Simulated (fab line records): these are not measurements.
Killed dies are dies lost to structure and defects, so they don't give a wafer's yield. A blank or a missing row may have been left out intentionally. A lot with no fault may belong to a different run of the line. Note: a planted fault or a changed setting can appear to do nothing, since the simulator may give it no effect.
Chamber matching / flow n5-finfet / pecvd-01 running N5_BEOL_M0_SAQP_PECVD_97: 3 sister chambers
The step deposits SiNx from SiH4/NH3/N2, target thk 23 nm, time 19.9 s. 15 wafers are shown with their chamber, then 7 later ones without.

## WAFERS, EACH WITH ITS CHAMBER
wafer=L104.2; chamber=0; throttle-valve-pct (%)=41.7; showerhead-plenum-p-Torr (Torr)=5.12; heater-power-w (W)=487
wafer=L104.5; chamber=1; throttle-valve-pct (%)=38.3; showerhead-plenum-p-Torr (Torr)=5.24; heater-power-w (W)=541
wafer=L104.6; chamber=0; throttle-valve-pct (%)=41.8; showerhead-plenum-p-Torr (Torr)=5.11; heater-power-w (W)=485
wafer=L105.2; chamber=1; throttle-valve-pct (%)=37.8; showerhead-plenum-p-Torr (Torr)=5.26; heater-power-w (W)=584
wafer=L105.6; chamber=2; throttle-valve-pct (%)=37.0; showerhead-plenum-p-Torr (Torr)=5.19; heater-power-w (W)=402
wafer=L108.4; chamber=0; throttle-valve-pct (%)=41.6; showerhead-plenum-p-Torr (Torr)=5.12; heater-power-w (W)=487
wafer=L108.5; chamber=1; throttle-valve-pct (%)=37.9; showerhead-plenum-p-Torr (Torr)=5.27; heater-power-w (W)=616
wafer=L111.1; chamber=0; throttle-valve-pct (%)=42.4; showerhead-plenum-p-Torr (Torr)=5.13; heater-power-w (W)=531
wafer=L111.2; chamber=2; throttle-valve-pct (%)=36.9; showerhead-plenum-p-Torr (Torr)=5.18; heater-power-w (W)=387
wafer=L111.5; chamber=0; throttle-valve-pct (%)=42.3; showerhead-plenum-p-Torr (Torr)=5.12; heater-power-w (W)=549
wafer=L112.1; chamber=0; throttle-valve-pct (%)=42.2; showerhead-plenum-p-Torr (Torr)=5.12; heater-power-w (W)=512
wafer=L112.3; chamber=1; throttle-valve-pct (%)=38.0; showerhead-plenum-p-Torr (Torr)=5.26; heater-power-w (W)=622
wafer=L112.5; chamber=0; throttle-valve-pct (%)=42.4; showerhead-plenum-p-Torr (Torr)=5.12; heater-power-w (W)=504
wafer=L113.2; chamber=0; throttle-valve-pct (%)=41.9; showerhead-plenum-p-Torr (Torr)=5.12; heater-power-w (W)=522
wafer=L113.3; chamber=2; throttle-valve-pct (%)=36.8; showerhead-plenum-p-Torr (Torr)=5.19; heater-power-w (W)=453

SIGNATURES, as means of the wafers listed above
reading=throttle-valve-pct; chamber 0=42.038; chamber 1=38.000; chamber 2=36.900; scatter within a chamber=0.274
reading=showerhead-plenum-p-Torr; chamber 0=5.1200; chamber 1=5.2575; chamber 2=5.1867; scatter within a chamber=0.00786
reading=heater-power-w; chamber 0=509.62; chamber 1=590.75; chamber 2=414.00; scatter within a chamber=29.4
Rule: a wafer lies at a distance from a chamber equal to the root of the sum of squares, over the readings, of (its reading less the chamber's mean, divided by the reading's scatter). The wafer belongs to the nearest chamber; if the next one is less than 2 further off, it can't be placed. The scatter: take each reading less its chamber's mean, square it, sum over the shown wafers, divide by the number of wafers less the number of chambers, and take the root.

## WAFERS WITHOUT THEIR CHAMBER
wafer=L113.6; throttle-valve-pct (%)=36.9; showerhead-plenum-p-Torr (Torr)=5.19; heater-power-w (W)=443
wafer=L114.3; throttle-valve-pct (%)=38.0; showerhead-plenum-p-Torr (Torr)=5.25; heater-power-w (W)=586
wafer=L114.5; throttle-valve-pct (%)=42.0; showerhead-plenum-p-Torr (Torr)=5.11; heater-power-w (W)=500
wafer=L114.6; throttle-valve-pct (%)=37.0; showerhead-plenum-p-Torr (Torr)=5.19; heater-power-w (W)=442
wafer=L116.1; throttle-valve-pct (%)=38.0; showerhead-plenum-p-Torr (Torr)=5.27; heater-power-w (W)=634
wafer=L116.5; throttle-valve-pct (%)=36.8; showerhead-plenum-p-Torr (Torr)=5.18; heater-power-w (W)=454
wafer=L116.6; throttle-valve-pct (%)=38.1; showerhead-plenum-p-Torr (Torr)=5.26; heater-power-w (W)=632

## WHICH CHAMBER EACH WENT THROUGH
wafer=L113.6; from the rows above=2; in truth=2
wafer=L114.3; from the rows above=1; in truth=1
wafer=L114.5; from the rows above=0; in truth=0
wafer=L114.6; from the rows above=2; in truth=2
wafer=L116.1; from the rows above=1; in truth=1
wafer=L116.5; from the rows above=2; in truth=2
wafer=L116.6; from the rows above=1; in truth=1
Correct placement for 7 of the 7. Can't be placed from these rows: 0. 0 placed wrongly.
